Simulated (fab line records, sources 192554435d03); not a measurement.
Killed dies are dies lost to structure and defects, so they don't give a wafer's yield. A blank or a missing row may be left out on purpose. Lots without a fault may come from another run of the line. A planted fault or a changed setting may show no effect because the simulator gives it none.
Split-lot experiment | flow n5_finfet | 7 lots, 39 wafers read, on a route of 1938 steps

THE SPLIT
At N5_BEOL_M7_VIA_ETCH_34 (etches SiCOH lowk in C4F6/O2, target depth 125.5 nm, time 50.5 s), the setting time_s was moved away from the recipe's 50.5 s on 18 of the 39 wafers read, by -47.0% to +37.5%. The other wafers ran this setting at the recipe's value.

The reading is taken at the split's own step.

THE READING
SOC_of_BEOL_M7_COAT_63.thk_nm (the simulator's own value, which no gauge read), in nm, at N5_BEOL_M7_VIA_ETCH_34 (etches SiCOH lowk in C4F6/O2, target depth 125.5 nm, time 50.5 s). The file gives no usual value for it. The 21 wafers here that ran the recipe average 53.9 nm, standard deviation 0.18 nm.

wafer  | tool, chamber at the split | time_s as run, s | against the recipe | SOC_of_BEOL_M7_COAT_63.thk_nm, nm | against lot-mates on the recipe
L076.1 | rie_diel-06, 3             | 39.16            | -22.5%             | 55.4                              | +1.5
L076.2 | rie_diel-06, 0             | 50.5             | recipe             | 54                                | -
L076.3 | rie_diel-06, 2             | 50.5             | recipe             | 53.8                              | -
L076.4 | rie_diel-06, 1             | 50.5             | recipe             | 54                                | -
L076.5 | rie_diel-06, 0             | 39.16            | -22.5%             | 55.2                              | +1.3
L076.6 | rie_diel-06, 1             | 39.16            | -22.5%             | 55.4                              | +1.5
L079.1 | rie_diel-04, 2             | 50.5             | recipe             | 53.8                              | -
L079.2 | rie_diel-04, 3             | 50.5             | recipe             | 54                                | -
L079.5 | rie_diel-04, 0             | 50.5             | recipe             | 53.8                              | -
L078.1 | rie_diel-04, 0             | 50.5             | recipe             | 53.6                              | -
L078.2 | rie_diel-04, 2             | 26.75            | -47.0%             | 56.6                              | +2.9
L078.3 | rie_diel-04, 1             | 50.5             | recipe             | 53.8                              | -
L078.4 | rie_diel-04, 3             | 26.75            | -47.0%             | 56.6                              | +2.9
L078.5 | rie_diel-04, 1             | 50.5             | recipe             | 53.8                              | -
L078.6 | rie_diel-04, 2             | 26.75            | -47.0%             | 56.6                              | +2.9
L088.1 | rie_diel-06, 0             | 67.91            | +34.5%             | 51.6                              | -2.3
L088.2 | rie_diel-06, 3             | 67.91            | +34.5%             | 51.8                              | -2.1
L088.3 | rie_diel-06, 2             | 50.5             | recipe             | 54                                | -
L088.4 | rie_diel-06, 3             | 67.91            | +34.5%             | 51.8                              | -2.1
L088.5 | rie_diel-06, 2             | 50.5             | recipe             | 54                                | -
L088.6 | rie_diel-06, 0             | 50.5             | recipe             | 53.8                              | -
L092.1 | rie_diel-06, 3             | 69.46            | +37.5%             | 51.4                              | -2.5
L092.2 | rie_diel-06, 2             | 69.46            | +37.5%             | 51.6                              | -2.3
L092.3 | rie_diel-06, 0             | 50.5             | recipe             | 53.8                              | -
L092.4 | rie_diel-06, 2             | 50.5             | recipe             | 54                                | -
L092.5 | rie_diel-06, 0             | 69.46            | +37.5%             | 51.4                              | -2.5
L092.6 | rie_diel-06, 3             | 50.5             | recipe             | 53.8                              | -
L093.1 | rie_diel-06, 0             | 31.47            | -37.7%             | 56.4                              | +2.2
L093.2 | rie_diel-06, 1             | 50.5             | recipe             | 54                                | -
L093.3 | rie_diel-06, 3             | 50.5             | recipe             | 54.2                              | -
L093.4 | rie_diel-06, 2             | 50.5             | recipe             | 54.4                              | -
L093.5 | rie_diel-06, 1             | 31.47            | -37.7%             | 56.4                              | +2.2
L093.6 | rie_diel-06, 2             | 31.47            | -37.7%             | 56.4                              | +2.2
L096.1 | rie_diel-04, 0             | 50.5             | recipe             | 53.6                              | -
L096.2 | rie_diel-04, 3             | 39.94            | -20.9%             | 55                                | +1.2
L096.3 | rie_diel-04, 2             | 39.94            | -20.9%             | 55.2                              | +1.4
L096.4 | rie_diel-04, 3             | 50.5             | recipe             | 54                                | -
L096.5 | rie_diel-04, 0             | 50.5             | recipe             | 53.8                              | -
L096.6 | rie_diel-04, 2             | 39.94            | -20.9%             | 55.2                              | +1.4

THE FIT
A straight line over all 39 wafers: SOC_of_BEOL_M7_COAT_63.thk_nm changes by -0.0622 nm for each +1% of time_s; r = -0.99; the points scatter about the line by 0.17 nm.
The same after taking each lot's own level away (the mean of its wafers on the recipe; 39 wafers): -0.0619 nm for each +1%; r = -1.00; scatter 0.11 nm.
On that fit, the largest move of time_s shifts the reading by 2.9 nm.
The lots' own levels span 53.73 to 54.20 nm, that is 2.6 times the standard deviation above.
So the lot-to-lot level changes the slope little: the two slopes agree.
Check: with one of the wafers moved furthest among these (-47.0%) left out of the fit, the line predicts +2.9 nm for it against its lot-mates. It came out at +2.87 nm against them.

OTHER SPLITS ON THESE WAFERS
These wafers also went through other splits before the reading. Each is held against what the fit with the lots' levels taken away leaves over:
other split on the same wafers              | wafers away from the commonest value | r with SOC_of_BEOL_M7_COAT_63.thk_nm (lot level and that fit taken away)
N5_ZERO_LAYER_ETCH_18 target_depth_a        | 12                                   | +0.02
N5_FIN_CUT_ETCH_21 time_s                   | 12                                   | +0.16
N5_MOL_CONTACT_COAG_ETCH_124 target_depth_a | 15                                   | -0.18
N5_BEOL_M0_TRENCH_ETCH_107 target_depth_a   | 6                                    | -0.12

THE WHOLE CHAIN: every reading that the file lists as answering this split, in the file's order
step                   | what it does                                                     | reading                                                                        | change (the file's fit)                | r (the file's)
N5_BEOL_M7_VIA_ETCH_34 | etches SiCOH lowk in C4F6/O2, target depth 125.5 nm, time 50.5 s | etch.depth_nm (the simulator's own value, which no gauge read)                 | +1.26 nm for each +1% of the setting   | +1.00
N5_BEOL_M7_VIA_ETCH_34 | etches SiCOH lowk in C4F6/O2, target depth 125.5 nm, time 50.5 s | SOC_of_BEOL_M7_COAT_63.thk_nm (the simulator's own value, which no gauge read) | -0.0618 nm for each +1% of the setting | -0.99

THE FILE'S OWN FIT
SOC_of_BEOL_M7_COAT_63.thk_nm changes by -0.0618 nm for each +1% of time_s, r = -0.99.
